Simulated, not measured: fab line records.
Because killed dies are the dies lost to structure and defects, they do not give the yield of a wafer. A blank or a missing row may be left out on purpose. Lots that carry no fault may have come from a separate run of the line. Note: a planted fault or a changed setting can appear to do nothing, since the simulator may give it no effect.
fab line records | flow n5_finfet | part 1 of 2: steps 1 to 4 of 6
record: lots: 24 wafers: 72 last_day: 20
route steps=1938 shown BEOL_M10@1493 BEOL_M11@1569 BEOL_M12@1612
lots untouched by any fault: they come from a run of this same line in which no faults occurred
start_h: hours from the record's opening day to when the first of the lot's shown wafers began | wait_h: time in hours since the lot's previous step | " the same as in the row above | L1.1+2: a row that stands for several wafers | - no value present, or no start provided | * or withheld: withheld | < > ~ a bound
route shown NAME@n: a module of which the file shows steps, and the number in the route of the first | usual: the fault-free wafers' mean and standard deviation | same: alike in all rows | chamber/n: place in a boat | sites: readings site by site | _std_site: the values' standard deviation | _edge_site: mean of outer sites minus mean of inner sites | radius_mm: how far each site lies from the wafer's centre | mask NAME#n: copy n | behind: tool/chamber where the wafer was last shaped | hold: cause of the lot's hold/its duration in hours/its outcome | device: names the non-switching transistor (n, p or np) | end of line: tests of these same wafers at the route's end | where a step has no rows: the recipe by itself | killed: at the first sort, the dies lost to defects and structure; wafer yield is something else | map: dies across one wafer; x = killed, . = not, _ = none there
set.NAME: setting as actually run; set.NAME@STEP: the setting as run at that earlier step | model.NAME: the simulator's own value behind a step, which no gauge read
a sample of lots followed through the steps of the route, with each step as a table and each wafer as a row
services: the hour from which a tool's chamber was out of use, counted from the record's first day as start_h (under 0 if before that day), plus the number of hours and why
== steps ==
step: N5_BEOL_M10_CD_MEAS_18
recipe: pitch_nm: 140 target_cd_nm: 70
usual: cd_nm: 70.0/0.57
columns lot.wafer tool chamber start_h wait_h cd_nm
L074.1 cd_sem-01 - 255.85 0.0 69.7
L074.4 " - " " 70.1
L074.6 " - " " 70.4
L076.2 cd_sem-01 - 260.50 0.1 70.2
L076.3 " - " " 69.9
L076.5 " - " " 70.1
L075.1 cd_sem-02 - 260.54 0.0 69.7
L075.4 " - " " 69.8
L075.5 " - " " 70.1
L078.1 cd_sem-03 - 280.35 0.0 69.4
L078.4 " - " " 70.5
L078.6 " - " " 69.6
L077.1 cd_sem-02 - 285.47 0.0 70.0
L077.4 " - " " 70.7
L077.5 " - " " 69.9
L080.2 cd_sem-02 - 286.00 0.1 69.8
L080.3 " - " " 69.9
L080.6 " - " " 70.1
L081.1 cd_sem-02 - 286.25 0.0 69.8
L081.4 " - " " 69.0
L081.5 " - " " 69.7
L079.4 cd_sem-02 - 291.62 0.1 69.8
L079.5 " - " " 69.7
L079.6 " - " " 69.3
L083.1 cd_sem-02 - 305.76 0.0 69.4
L083.4 " - " " 69.4
L083.6 " - " " 70.5
L082.1 cd_sem-03 - 312.37 0.0 69.5
L082.5 " - " " 69.8
L082.6 " - " " 69.7
L084.2 cd_sem-02 - 315.78 0.1 71.0
L084.3 " - " " 70.0
L084.5 " - " " 70.5
L085.3 cd_sem-01 - 323.29 0.1 70.5
L085.4 " - " " 70.7
L085.5 " - " " 71.5
L086.1 cd_sem-03 - 323.42 0.0 70.6
L086.4 " - " " 70.9
L086.5 " - " " 69.8
L089.3 cd_sem-03 - 329.28 0.1 70.2
L089.4 " - " " 70.6
L089.6 " - " " 69.5
L087.4 cd_sem-03 - 332.42 0.1 70.1
L087.5 " - " " 70.2
L087.6 " - " " 70.1
L088.1 cd_sem-03 - 345.16 0.0 69.7
L088.4 " - " " 68.8
L088.6 " - " " 69.4
L090.1 cd_sem-01 - 352.24 0.0 70.6
L090.5 " - " " 71.0
L090.6 " - " " 70.5
L091.2 cd_sem-01 - 352.35 0.1 68.7
L091.3 " - " " 69.6
L091.4 " - " " 69.1
L093.2 cd_sem-02 - 352.40 0.1 69.5
L093.3 " - " " 69.8
L093.4 " - " " 70.1
L092.2 cd_sem-01 - 353.23 0.1 69.7
L092.4 " - " " 70.5
L092.5 " - " " 70.4
L094.2 cd_sem-01 - 367.01 0.1 70.4
L094.4 " - " " 70.1
L094.5 " - " " 70.7
L095.1 cd_sem-02 - 389.14 0.0 70.6
L095.3 " - " " 70.7
L095.6 " - " " 70.3
L096.2 cd_sem-01 - 391.96 0.1 70.8
L096.4 " - " " 70.3
L096.6 " - " " 70.3
L097.1 cd_sem-02 - 407.46 0.0 69.8
L097.2 " - " " 69.8
L097.5 " - " " 69.4
step: N5_BEOL_M10_STRIP_77
recipe: chemistry: N2/H2 time_s: 10 power_w: 450 temp_c: 40 pressure_mtorr: 20 rf_frequency_hz: 6e+07 bias_power_w: 7 n2_flow_sccm: 200 h2_flow_sccm: 200
usual: drypump_motor_current_A: 5.6/0.5 oes_product_au: 0.82/0.057 rf_vpp_V: 59.3/0.91 showerhead_plenum_p_Torr: 2.59/0.099 temp_c: 40.01/0.12 throttle_valve_pct: 23.62/0.18
same: time_s: 10
columns lot.wafer tool chamber start_h wait_h drypump_motor_current_A oes_product_au rf_hours_counter_h rf_vpp_V showerhead_plenum_p_Torr temp_c throttle_valve_pct
L074.1 rie_diel-03 3 - - 4.8 0.70 227 59.2 2.61 40.02 24.13
L074.4 " 1 " " 6.5 0.83 89 60.4 2.68 39.92 23.74
L074.6 " 1 " " 6.5 0.83 - 60.0 2.68 39.96 23.72
L076.2 rie_diel-01 3 - - 6.3 0.85 59 59.1 2.47 39.98 23.82
L076.3 " 2 " " 5.3 0.86 49 60.4 2.69 40.05 23.54
L076.5 " 2 " " 5.4 0.87 - 58.9 2.69 40.14 23.53
L075.1 rie_diel-04 2 - - 6.1 0.78 123 59.4 2.54 39.97 23.40
L075.4 " 0 " " 5.3 0.84 70 60.0 2.47 39.97 23.62
L075.5 " 3 " " 6.1 0.93 - 60.8 2.70 39.98 23.58
L078.1 rie_diel-04 3 - - 6.0 0.91 29 59.3 2.70 40.07 23.56
L078.4 " 2 " " 6.1 0.78 128 60.3 2.54 39.97 23.41
L078.6 " 1 " " 5.1 0.83 - 58.8 2.69 40.20 23.64
L077.1 rie_diel-01 2 - - 5.3 0.86 56 60.6 2.69 40.02 23.53
L077.4 " 1 " " 5.1 0.84 71 59.7 2.68 40.04 23.61
L077.5 " 1 " " 5.1 0.83 - 59.7 2.68 39.94 23.63
L080.2 rie_diel-03 1 - - 6.5 0.82 99 60.1 2.68 40.01 23.75
L080.3 " 2 " " 5.3 0.70 242 57.3 2.40 39.95 23.95
L080.6 " 0 " " 5.5 0.90 - 59.1 2.47 40.20 23.18
L081.1 rie_diel-04 0 - - 5.3 0.83 78 59.0 2.47 39.98 23.63
L081.4 " 2 " " 6.1 0.77 131 59.3 2.54 39.79 23.43
L081.5 " 1 " " 5.0 0.83 - 60.5 2.69 39.89 23.64
L079.4 rie_diel-04 1 - - 5.1 0.83 64 59.6 2.69 40.31 23.63
L079.5 " 1 " " 5.1 0.83 - 60.2 2.69 40.08 23.63
L079.6 " 2 " " 6.1 0.77 - 57.4 2.54 40.04 23.41
L083.1 rie_diel-04 3 - - 6.0 0.89 41 58.6 2.69 40.05 23.59
L083.4 " 2 " " 6.1 0.76 - 60.0 2.54 39.95 23.41
L083.6 " 0 " " 5.3 0.83 - 60.1 2.46 39.76 23.65
L082.1 rie_diel-03 0 - - 5.5 0.88 45 59.4 2.47 40.27 23.19
L082.5 " 3 " " 4.9 0.69 - 59.9 2.60 39.97 24.18
L082.6 " 1 " " 6.5 0.81 - 59.1 2.67 39.95 23.75
L084.2 rie_diel-04 3 - - 6.1 0.89 45 59.7 2.69 40.03 23.59
L084.3 " 2 " " 6.1 0.75 145 58.9 2.53 39.84 23.43
L084.5 " 0 " " 5.3 0.81 - 59.2 2.46 40.16 23.66
L086.1 rie_diel-04 2 - - 6.1 0.75 147 58.9 2.53 39.95 23.46
L086.4 " 0 " " 5.3 0.81 95 59.8 2.46 39.98 23.68
L086.5 " 0 " " 5.4 0.82 - 58.5 2.46 39.96 23.65
L085.3 rie_diel-01 1 - - 5.1 0.83 84 60.9 2.68 40.07 23.66
L085.4 " 3 " " 6.3 0.82 79 59.8 2.47 39.88 23.84
L085.5 " 3 " " 6.3 0.82 - 59.2 2.47 39.90 23.84
L089.3 rie_diel-04 1 - - 5.1 0.82 69 59.3 2.69 39.90 23.63
L089.4 " 2 " " 6.1 0.75 149 58.3 2.53 39.78 23.43
L089.6 " 2 " " 6.1 0.75 - 58.9 2.53 39.96 23.42
L087.4 rie_diel-01 1 - - 5.1 0.82 87 59.5 2.68 39.91 23.66
L087.5 " 3 " " 6.3 0.82 - 59.6 2.47 40.21 23.82
L087.6 " 2 " " 5.4 0.84 - 58.8 2.68 39.97 23.57
L088.1 rie_diel-01 1 - - 5.1 0.81 93 60.0 2.67 40.09 23.67
L088.4 " 0 " " 5.7 0.76 147 61.1 2.53 39.83 23.44
L088.6 " 0 " " 5.7 0.75 - 59.4 2.53 40.06 23.42
L090.1 rie_diel-04 2 - - 6.1 0.75 159 60.0 2.53 39.77 23.44
L090.5 " 1 " " 5.0 0.81 - 60.6 2.68 40.14 23.66
L090.6 " 0 " " 5.3 0.81 - 58.1 2.45 39.86 23.68
L091.2 rie_diel-01 2 - - 5.3 0.82 83 59.0 2.68 40.11 23.57
L091.3 " 1 " " 5.1 0.81 97 60.8 2.67 39.77 23.64
L091.4 " 0 " " 5.7 0.75 151 59.3 2.53 40.14 23.44
L092.2 rie_diel-04 2 - - 6.1 0.74 159 59.6 2.53 40.08 23.45
L092.4 " 1 " " 5.1 0.80 78 60.9 2.68 39.90 23.66
L092.5 " 2 " " 6.1 0.74 - 58.9 2.53 40.01 23.46
L093.2 rie_diel-01 3 - - 6.3 0.81 91 58.2 2.46 40.13 23.84
L093.3 " 1 " " 5.1 0.81 97 60.4 2.67 40.14 23.65
L093.4 " 2 " " 5.4 0.83 83 59.7 2.68 39.92 23.56
L094.2 rie_diel-03 1 - - 6.5 0.79 130 60.4 2.66 39.93 23.78
L094.4 " 2 " " 5.3 0.95 15 59.8 2.72 40.07 23.63
L094.5 " 1 " " 6.5 0.79 - 59.6 2.66 40.01 23.78
L095.1 rie_diel-01 1 - - 5.1 0.79 109 59.1 2.67 39.86 23.68
L095.3 " 0 " " 5.8 0.73 164 58.9 2.52 39.72 23.46
L095.6 " 2 " " 5.3 0.81 - 59.4 2.67 40.00 23.59
L096.2 rie_diel-03 2 - - 5.3 0.94 23 59.6 2.71 40.09 23.65
L096.4 " 3 " " 4.8 0.97 11 57.8 2.59 40.04 23.80
L096.6 " 1 " " 6.5 0.78 - 62.4 2.66 40.15 23.80
L097.1 rie_diel-01 2 - - 5.3 0.80 102 57.7 2.67 39.99 23.59
L097.2 " 3 " " 6.3 0.79 111 59.2 2.45 39.90 23.88
L097.5 " 1 " " 5.1 0.78 - 58.5 2.66 40.21 23.68
step: N5_BEOL_M11_OVL_MEAS_29
recipe: points_per_wafer: 44
usual: V10_OVL: -0.1/0.66
same: points_per_wafer: 44
columns lot.wafer tool chamber start_h wait_h V10_OVL[nm]
L074.1 overlay-01 0 267.42 0.0 -1.3
L074.4 " 0 " " -0.2
L074.6 " 0 " " 0.4
L076.2 overlay-01 0 278.35 0.0 -0.6
L076.3 " 0 " " -0.5
L076.5 " 0 " " -0.6
L075.1 overlay-01 0 281.84 0.0 -0.1
L075.4 " 0 " " 0.3
L075.5 " 0 " " 0.3
L078.1 overlay-02 0 293.70 0.0 -0.4
L078.4 " 0 " " -0.2
L078.6 " 0 " " 0.6
L080.2 overlay-01 0 298.22 0.0 -0.9
L080.3 " 0 " " 0.4
L080.6 " 0 " " -0.4
L077.1 overlay-01 0 298.39 0.0 -0.2
L077.4 " 0 " " -0.3
L077.5 " 0 " " -0.1
L081.1 overlay-02 0 298.43 0.0 -1.0
L081.4 " 0 " " 0.1
L081.5 " 0 " " -0.8
L079.4 overlay-02 0 300.39 0.0 -0.4
L079.5 " 0 " " -0.6
L079.6 " 0 " " -1.0
L083.1 overlay-02 0 315.37 0.0 0.7
L083.4 " 0 " " 0.4
L083.6 " 0 " " -0.1
L082.1 overlay-02 0 321.47 0.0 0.8
L082.5 " 0 " " -0.6
L082.6 " 0 " " -0.4
L084.2 overlay-02 0 324.95 0.0 -1.0
L084.3 " 0 " " -0.2
L084.5 " 0 " " -1.1
L086.1 overlay-02 0 330.94 0.0 -0.4
L086.4 " 0 " " -0.7
L086.5 " 0 " " -0.1
L085.3 overlay-01 0 333.02 0.0 -0.6
L085.4 " 0 " " 0.9
L085.5 " 0 " " 0.0
L089.3 overlay-01 0 340.01 0.0 1.1
L089.4 " 0 " " 0.1
L089.6 " 0 " " -0.2
L087.4 overlay-01 0 340.18 0.0 -0.2
L087.5 " 0 " " 0.3
L087.6 " 0 " " 0.9
L088.1 overlay-02 0 355.48 0.0 1.0
L088.4 " 0 " " -1.1
L088.6 " 0 " " 0.3
L090.1 overlay-01 0 364.05 0.0 -0.2
L090.5 " 0 " " 0.7
L090.6 " 0 " " 0.9
L092.2 overlay-01 0 365.22 0.0 -1.7
L092.4 " 0 " " -1.5
L092.5 " 0 " " 0.1
L091.2 overlay-01 0 366.23 0.0 0.5
L091.3 " 0 " " 0.3
L091.4 " 0 " " 0.0
L093.2 overlay-01 0 367.01 0.0 0.3
L093.3 " 0 " " -0.6
L093.4 " 0 " " 0.8
L094.2 overlay-02 0 375.76 0.0 0.7
L094.4 " 0 " " 0.6
L094.5 " 0 " " 0.1
L095.1 overlay-02 0 400.49 0.0 -0.7
L095.3 " 0 " " -0.2
L095.6 " 0 " " -0.4
L096.2 overlay-01 0 403.27 0.0 1.1
L096.4 " 0 " " 0.8
L096.6 " 0 " " 0.2
L097.1 overlay-01 0 422.90 0.0 -1.4
L097.2 " 0 " " -0.1
L097.5 " 0 " " -0.3
step: N5_BEOL_M11_CMP_52
recipe: stop_on: SiCOH_lowk t_overpolish_s: 7 down_force_psi: 1 platen_rpm: 50 clearing_platen_down_force_psi: 1.5 clearing_platen_rpm: 50 post_cmp_clean: cu_alkaline target_thk_nm: 140 clearing_platen_pad_velocity_m_s: 0.99484 pad_velocity_m_s: 0.99484
usual: barrier_field_endpoint_s: 29.1/0.72 motor_current_A: 5.7/0.59 overpolish_run_s: 7.001/0.01 pad_life_wafers: 1056/630 slurry_filter_dp_kPa: 13.50/0.12 time_to_endpoint_s: 67.6/2.6
same: t_overpolish_s: 7
columns lot.wafer tool chamber start_h wait_h barrier_field_endpoint_s motor_current_A overpolish_run_s pad_life_wafers slurry_filter_dp_kPa time_to_endpoint_s
L074.1 cmp-01 2 270.92 0.4 30.3 4.8 7.012 1074 13.49 71.2
L074.4 " 0 " " 29.5 5.5 7.013 1076 13.41 68.5
L074.6 " 2 " " 29.9 4.9 6.998 - 13.75 72.6
L076.2 cmp-04 3 283.13 0.2 29.5 6.1 7.023 1800 13.60 69.3
L076.3 " 2 " " 29.4 5.5 6.995 1803 13.48 68.9
L076.5 " 0 " " 29.8 4.6 7.011 - 13.67 67.2
L075.1 cmp-02 1 285.22 0.3 27.5 7.2 7.008 199 13.27 63.5
L075.4 " 3 " " 28.7 6.8 6.997 201 13.60 64.3
L075.5 " 0 " " 29.2 5.7 6.991 - 13.47 63.7
L078.4 cmp-01 1 297.42 0.2 29.2 6.0 6.998 1315 13.51 65.4
L078.1 " 3 " " 29.5 5.6 7.000 1317 13.29 69.2
L078.6 " 0 " " 30.2 5.7 7.008 - 13.47 66.3
L080.2 cmp-02 1 300.40 0.2 27.7 6.8 6.991 312 13.63 63.1
L080.3 " 0 " " 27.8 5.7 7.002 315 13.37 66.1
L080.6 " 2 " " 29.4 5.7 6.992 - 13.41 69.9
L081.1 cmp-01 0 300.72 0.3 29.6 5.5 6.997 1344 13.45 70.4
L081.4 " 3 " " 29.2 5.7 7.008 1347 13.43 69.4
L081.5 " 0 " " 30.1 5.7 6.995 - 13.72 70.7
L077.4 cmp-04 1 300.74 0.2 29.6 6.7 6.981 1946 13.72 68.6
L077.1 " 2 " " 28.3 5.3 6.979 1947 13.54 66.0
L077.5 " 0 " " 30.1 5.0 6.983 - 13.38 67.6
L079.4 cmp-04 3 303.75 0.2 29.6 6.1 6.992 1975 13.67 70.6
L079.5 " 2 " " 29.7 5.4 7.006 - 13.46 69.4
L079.6 " 3 " " 29.7 5.9 6.990 - 13.64 70.4
L083.1 cmp-02 2 318.40 0.3 29.1 5.6 7.007 456 13.57 66.6
L083.4 " 3 " " 28.9 6.5 7.007 457 13.56 70.0
L083.6 " 3 " " 29.1 6.3 6.978 - 13.43 68.8
L082.1 cmp-01 2 324.15 0.3 29.9 5.1 7.008 1548 13.60 70.7
L082.5 " 2 " " 30.5 5.0 6.999 - 13.34 68.9
L082.6 " 3 " " 29.7 5.1 7.007 - 13.63 67.2
L084.3 cmp-01 2 327.98 0.2 30.2 4.9 7.003 1585 13.59 69.2
L084.2 " 0 " " 28.8 5.5 7.009 1587 13.69 70.6
L084.5 " 1 " " 28.6 6.3 7.006 - 13.50 67.2
L086.1 cmp-01 2 333.72 0.3 29.4 4.8 7.005 1633 13.40 70.4
L086.4 " 3 " " 30.4 5.5 6.999 1634 13.60 70.3
L086.5 " 2 " " 30.2 5.1 7.015 - 13.71 71.8
L085.4 cmp-01 1 337.00 0.2 28.9 5.9 6.986 1670 13.57 65.4
L085.3 " 2 " " 28.1 4.9 7.004 1671 13.34 66.0
L085.5 " 0 " " 28.7 5.4 7.005 - 13.47 65.3
L089.4 cmp-01 0 342.88 0.2 28.7 5.8 6.986 1717 13.70 66.9
L089.3 " 2 " " 28.3 4.9 6.989 1719 13.59 65.5
L089.6 " 3 " " 28.7 5.5 7.000 - 13.60 66.9
L087.4 cmp-04 0 344.39 0.2 29.5 4.7 6.981 237 13.46 66.5
L087.6 " 1 " " 28.6 6.7 6.996 - 13.47 64.6
L087.5 " 2 " " 30.0 5.5 7.007 - 13.45 69.5
L088.1 cmp-02 2 358.06 0.3 28.6 5.8 6.996 750 13.36 63.6
L088.4 " 1 " " 27.4 6.4 7.014 753 13.29 61.7
L088.6 " 3 " " 28.7 6.7 7.006 - 13.41 64.1
L090.1 cmp-04 2 368.07 0.3 29.7 5.4 6.999 432 13.39 75.3
L090.5 " 2 " " 29.9 5.1 6.993 - 13.67 69.9
L090.6 " 3 " " 29.5 6.1 7.002 - 13.70 70.8
L092.2 cmp-01 2 368.40 0.3 27.7 5.2 6.998 1939 13.17 66.6
L092.4 " 0 " " 28.0 5.6 6.987 1941 13.46 63.7
L092.5 " 1 " " 28.5 5.9 7.007 - 13.36 64.1
L091.3 cmp-02 2 369.46 0.3 28.5 5.8 6.993 840 13.47 65.5
L091.2 " 3 " " 28.9 6.3 7.013 841 13.34 65.6
L091.4 " 0 " " 29.6 5.4 7.002 842 13.49 65.7
L093.3 cmp-04 2 369.77 0.2 28.0 5.2 7.011 456 13.38 65.9
L093.4 " 0 " " 28.5 5.0 6.994 458 13.28 66.5
L093.2 " 1 " " 29.1 6.5 6.983 459 13.47 66.3
L094.4 cmp-02 2 380.49 0.3 29.1 5.9 7.002 908 13.46 64.7
L094.2 " 3 " " 29.2 6.3 7.001 909 13.54 67.6
L094.5 " 1 " " 28.1 7.2 6.984 - 13.51 62.1
L095.3 cmp-01 2 403.70 0.2 29.4 5.2 6.989 102 13.44 68.9
L095.1 " 1 " " 28.6 5.7 7.021 105 13.36 65.3
L095.6 " 2 " " 28.8 4.8 7.000 - 13.53 67.9
L096.2 cmp-04 1 407.34 0.2 30.8 6.1 7.002 762 13.59 69.4
L096.4 " 3 " " 30.1 5.8 6.997 764 13.40 68.1
L096.6 " 1 " " 29.4 6.7 6.999 - 13.56 66.5
L097.2 cmp-01 0 425.86 0.2 28.9 5.1 7.016 313 13.45 68.5
L097.1 " 2 " " 29.1 4.9 6.997 315 13.41 70.1
L097.5 " 3 " " 30.0 5.8 7.011 - 13.52 68.4
